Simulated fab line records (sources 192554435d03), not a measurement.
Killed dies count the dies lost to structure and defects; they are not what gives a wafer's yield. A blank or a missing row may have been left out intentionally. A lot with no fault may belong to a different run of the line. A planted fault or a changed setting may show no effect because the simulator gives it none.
Matching of chambers	flow n5Finfet	3 sister chambers for N5_BEOL_M6_CURE_74 on uvCure-01
The step cures SiCOH lowk, time 240 s. 6 wafers are shown with their chamber, then 10 later ones without.

== WAFERS PAIRED WITH THEIR CHAMBERS ==
wafer	chamber	wafer_temp_C_max	lampPowerPct (%)
L084.3	0	386.3	52.34
L084.5	0	386.7	52.24
L085.4	2	386.9	52.35
L085.5	2	386.7	52.17
L090.1	1	386.8	52.22
L090.5	1	386.8	52.37

== WAFERS MISSING THEIR CHAMBER ==
wafer	wafer_temp_C_max	lampPowerPct (%)
L090.6	386.2	52.31
L093.2	387.6	52.30
L093.3	386.9	52.40
L093.4	387.4	52.29
L094.2	386.5	52.25
L094.4	386.4	52.37
L094.5	386.5	52.30
L097.1	387.9	52.33
L097.2	387.3	52.32
L097.5	387.7	52.36

== WHICH CHAMBER EACH WENT THROUGH ==
wafer	from the rows above	in truth
L090.6	can't be placed: 0 or 1 or 2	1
L093.2	can't be placed: 1 or 2 or 0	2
L093.3	can't be placed: 1 or 2 or 0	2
L093.4	can't be placed: 1 or 2 or 0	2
L094.2	can't be placed: 0 or 2 or 1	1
L094.4	can't be placed: 0 or 1 or 2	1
L094.5	can't be placed: 0 or 1 or 2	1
L097.1	can't be placed: 1 or 2 or 0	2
L097.2	can't be placed: 1 or 2 or 0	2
L097.5	can't be placed: 1 or 2 or 0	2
Correctly placed: 0 of 10. Cannot be placed on the basis of these rows: 10; the candidates contain the true chamber in 10. Placed wrongly: 0.
How it was worked out, from the rows above alone: a wafer's distance from a chamber is the root of the sum, over the readings, of the square of ((its reading less the chamber's mean) divided by the reading's scatter). If the next closest chamber is less than 2 further off than the closest, the wafer can't be placed; otherwise it belongs to the closest. For every chamber, the mean is computed from those of its wafers that are shown. The scatter is the square root of a quotient: the sum, over the shown wafers, of each reading's squared deviation from its chamber's mean, divided by wafers minus chambers.
